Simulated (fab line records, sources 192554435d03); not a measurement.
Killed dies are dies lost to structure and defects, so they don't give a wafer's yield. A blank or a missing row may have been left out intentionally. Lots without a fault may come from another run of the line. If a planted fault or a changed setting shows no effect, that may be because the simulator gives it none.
Chamber matching + flow n5 finfet + N5_BEOL_M10_STRIP_67 on rie diel-06: 4 sister chambers
The step strips in CF4. 24 wafers are shown with their chamber, then 12 later ones without.

## WAFERS, EACH WITH ITS CHAMBER
| wafer  | chamber | showerhead plenum p Torr (Torr) | drypump motor current A (A) | throttle valve pct (%) |
|--------|---------|---------------------------------|-----------------------------|------------------------|
| L074.1 | 0       | 1.70                            | 4.9                         | 14.04                  |
| L074.4 | 2       | 1.77                            | 6.2                         | 13.49                  |
| L074.5 | 2       | 1.77                            | 6.2                         | 13.53                  |
| L075.4 | 3       | 1.84                            | 6.5                         | 13.76                  |
| L075.5 | 2       | 1.77                            | 6.2                         | 13.52                  |
| L075.6 | 1       | 1.91                            | 5.9                         | 13.16                  |
| L076.2 | 2       | 1.77                            | 6.3                         | 13.53                  |
| L076.3 | 3       | 1.84                            | 6.5                         | 13.77                  |
| L076.4 | 3       | 1.84                            | 6.4                         | 13.76                  |
| L077.1 | 2       | 1.77                            | 6.2                         | 13.53                  |
| L077.2 | 0       | 1.70                            | 4.9                         | 14.03                  |
| L077.4 | 3       | 1.84                            | 6.4                         | 13.78                  |
| L081.2 | 3       | 1.84                            | 6.5                         | 13.80                  |
| L081.3 | 2       | 1.77                            | 6.2                         | 13.55                  |
| L081.5 | 0       | 1.70                            | 4.9                         | 14.04                  |
| L084.1 | 0       | 1.69                            | 4.9                         | 14.07                  |
| L084.2 | 2       | 1.77                            | 6.2                         | 13.55                  |
| L084.3 | 1       | 1.90                            | 5.9                         | 13.24                  |
| L084.4 | 3       | 1.84                            | 6.4                         | 13.81                  |
| L084.5 | 0       | 1.69                            | 4.9                         | 14.07                  |
| L084.6 | 1       | 1.90                            | 5.9                         | 13.23                  |
| L085.2 | 3       | 1.84                            | 6.4                         | 13.80                  |
| L085.5 | 1       | 1.90                            | 5.9                         | 13.24                  |
| L085.6 | 2       | 1.77                            | 6.2                         | 13.59                  |

SIGNATURES (means of the wafers above)
| reading                  | chamber 0 | chamber 1 | chamber 2 | chamber 3 | scatter within a chamber |
|--------------------------|-----------|-----------|-----------|-----------|--------------------------|
| showerhead plenum p Torr | 1.6960    | 1.9025    | 1.7700    | 1.8400    | 0.00312                  |
| drypump motor current A  | 4.900     | 5.900     | 6.213     | 6.443     | 0.036                    |
| throttle valve pct       | 14.0500   | 13.2175   | 13.5362   | 13.7829   | 0.0267                   |
Rule: for each reading, subtract the chamber's mean from the wafer's reading, divide by that reading's scatter and square the result; add these up over the readings and take the root, which gives the wafer's distance from the chamber. If the next closest chamber is less than 2 further off than the closest, the wafer can't be placed; otherwise it belongs to the closest. The scatter: the root of (the sum of the squares of (reading less its chamber's mean) over the shown wafers, divided by (wafers less chambers)).

## WAFERS MISSING THEIR CHAMBER
| wafer  | showerhead plenum p Torr (Torr) | drypump motor current A (A) | throttle valve pct (%) |
|--------|---------------------------------|-----------------------------|------------------------|
| L090.2 | 1.76                            | 6.2                         | 13.60                  |
| L090.3 | 1.83                            | 6.5                         | 13.83                  |
| L090.5 | 1.83                            | 6.4                         | 13.84                  |
| L091.2 | 1.76                            | 6.2                         | 13.60                  |
| L091.3 | 1.90                            | 4.9                         | 13.48                  |
| L091.6 | 1.83                            | 6.5                         | 13.82                  |
| L092.1 | 1.89                            | 5.9                         | 13.27                  |
| L092.2 | 1.76                            | 6.2                         | 13.61                  |
| L092.3 | 1.90                            | 4.9                         | 13.51                  |
| L095.2 | 1.83                            | 6.4                         | 13.87                  |
| L095.3 | 1.89                            | 5.9                         | 13.29                  |
| L095.4 | 1.90                            | 4.9                         | 13.50                  |

## THE CHAMBER EACH PASSED THROUGH
| wafer  | from the rows above | in truth                   |
|--------|---------------------|----------------------------|
| L090.2 | 2                   | 2                          |
| L090.3 | 3                   | 3                          |
| L090.5 | 3                   | 3                          |
| L091.2 | 2                   | 2                          |
| L091.3 | 1                   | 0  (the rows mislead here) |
| L091.6 | 3                   | 3                          |
| L092.1 | 1                   | 1                          |
| L092.2 | 2                   | 2                          |
| L092.3 | 1                   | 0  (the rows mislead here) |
| L095.2 | 3                   | 3                          |
| L095.3 | 1                   | 1                          |
| L095.4 | 1                   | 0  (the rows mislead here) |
Correct placement for 9 of the 12. Left unplaced by these rows: 0. Number placed wrongly: 3.
